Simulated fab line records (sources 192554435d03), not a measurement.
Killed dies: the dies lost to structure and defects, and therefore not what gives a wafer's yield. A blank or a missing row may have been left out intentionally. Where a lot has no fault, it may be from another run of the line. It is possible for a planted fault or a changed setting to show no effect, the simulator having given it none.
Struck lot and sound lot, side by side :: flow n5_finfet :: 17 steps out of a route of 1938
Sound: these wafers, L869.3, L869.4, L869.5. Struck: wafer L864.4 (left out: L864.1, L864.3 of the same lot, which were not struck); the cause appears at the end.
Per side, at each step with rows, come the tool, then ch with its chambers, and then its first start. Under that, the readings that differ: sound wafers :: struck wafers :: difference of the means :: sigmas: that difference in standard deviations of wafers without a fault.
alike: readings with means less than 2 such deviations apart, plus words and numbers identical on both sides. not compared: withheld readings, readings lacking a value on some wafer, bounds such as >300 that could conceal the same value, and numbers that have no deviation in the record and whose values overlap.
A row with sigmas, a row that says differs or no value, or rows on one side alone: a step with any of these is where the two part. Numbers that don't overlap but have no deviation are shown without sigmas and don't part them. Lack of a reading on every wafer of one side parts them only where that side has two or more wafers.

N5_FIN_SAQP_THK_MEAS_05:
  sound on film_metro-01 at day 5 08:38; struck on film_metro-01 at day 4 03:12
  alike: thk_nm
N5_FIN_SAQP_PECVD_47: deposits a-Si from SiH4/He, target thk 45 nm, time 36.3 s.
  sound on pecvd-04 ch 0,1, day 5 08:40; struck on pecvd-03 ch 1, day 4 03:14
  alike: heater_power_w, rf_fwd_power_W, showerhead_plenum_p_Torr, throttle_valve_pct
N5_FIN_SAQP_PECVD_48: deposits SiNx from SiH4/NH3/N2, target thk 25 nm, time 22.1 s.
  sound on pecvd-04 ch 0,1, day 5 08:43; struck on pecvd-03 ch 1, day 4 03:17
  alike: heater_power_w, rf_fwd_power_W, showerhead_plenum_p_Torr, throttle_valve_pct
N5_FIN_SAQP_PECVD_06: deposits a-Si from SiH4/He, target thk 60 nm, time 48.1 s.
  sound on pecvd-04 ch 0,1, day 5 08:46; struck on pecvd-03 ch 1, day 4 03:19
  alike: heater_power_w, rf_fwd_power_W, showerhead_plenum_p_Torr, throttle_valve_pct
N5_FIN_SAQP_THK_MEAS_07:
  sound on film_metro-02 at day 5 08:51; struck on film_metro-01 at day 4 03:24
  alike: thk_nm
N5_FIN_SAQP_HM_DEP_72: deposits SiO2 from SiH4/N2O, target thk 12 nm, time 7.2 s.
  sound on pecvd-03 ch 0,1, day 5 08:53; struck on pecvd-04 ch 0, day 4 03:26
  alike: heater_power_w, rf_fwd_power_W, showerhead_plenum_p_Torr
then, 6 steps without rows for these wafers: N5_FIN_SAQP_COAT_49 (time 60 s, resist thk 100 nm); N5_FIN_SAQP_COAT_50 (time 60 s, resist thk 35 nm); N5_FIN_SAQP_COAT_10 (resist thk 90 nm); N5_FIN_SAQP_EBR_12; N5_FIN_SAQP_SOFTBAKE_11 (time 60 s); N5_FIN_SAQP_EXPOSE_13 (exposes mask FIN CORE, target cd 35.6 nm).
N5_FIN_SAQP_PEB_14: peb time 60 s.
  sound on litho_track-03 ch 0, day 5 09:16; struck on litho_track-04 ch 0, day 4 03:49
then, 1 step without rows for these wafers: N5_FIN_SAQP_DEVELOP_15 (develop time 30 s).
N5_FIN_SAQP_CD_MEAS_16 targets a cd of 35.6 nm.
  sound on cd_sem-01 ch 0, day 5 09:20; struck on cd_sem-02 ch 0, day 4 03:53
reading: cd_nm (nm)
sound: 35.04 35.18 35.67
struck: 33.30
difference: -2.00
sigmas: -8
N5_FIN_SAQP_OVL_MEAS_17:
  sound on overlay-02 ch 0, day 5 09:22; struck on overlay-01 ch 0, day 4 03:56
  alike: FIN_CORE_OVL
-- record jumps: 7 days separate the struck wafers' starts on either side; left off in module FIN_SAQP, taken up again in module BEOL_M4, whose first shown step is the route's number 1111 --
N5_BEOL_M4_RC_MEAS_101:
  sound on prober-02 ch 0, day 12 07:04; struck on prober-02 ch 0, day 10 18:38
  alike: DIBL_N, DIBL_P, IOFF_N, IOFF_P, ION_N, ION_P, SS_N, SS_P, VT_N, VT_P

== WHERE THEY PART ==
Within this record, at N5_FIN_SAQP_CD_MEAS_16 only. Later steps at which nothing parts them and some readings are alike: N5_FIN_SAQP_OVL_MEAS_17, N5_BEOL_M4_RC_MEAS_101.

WHY: whatever the simulator had introduced
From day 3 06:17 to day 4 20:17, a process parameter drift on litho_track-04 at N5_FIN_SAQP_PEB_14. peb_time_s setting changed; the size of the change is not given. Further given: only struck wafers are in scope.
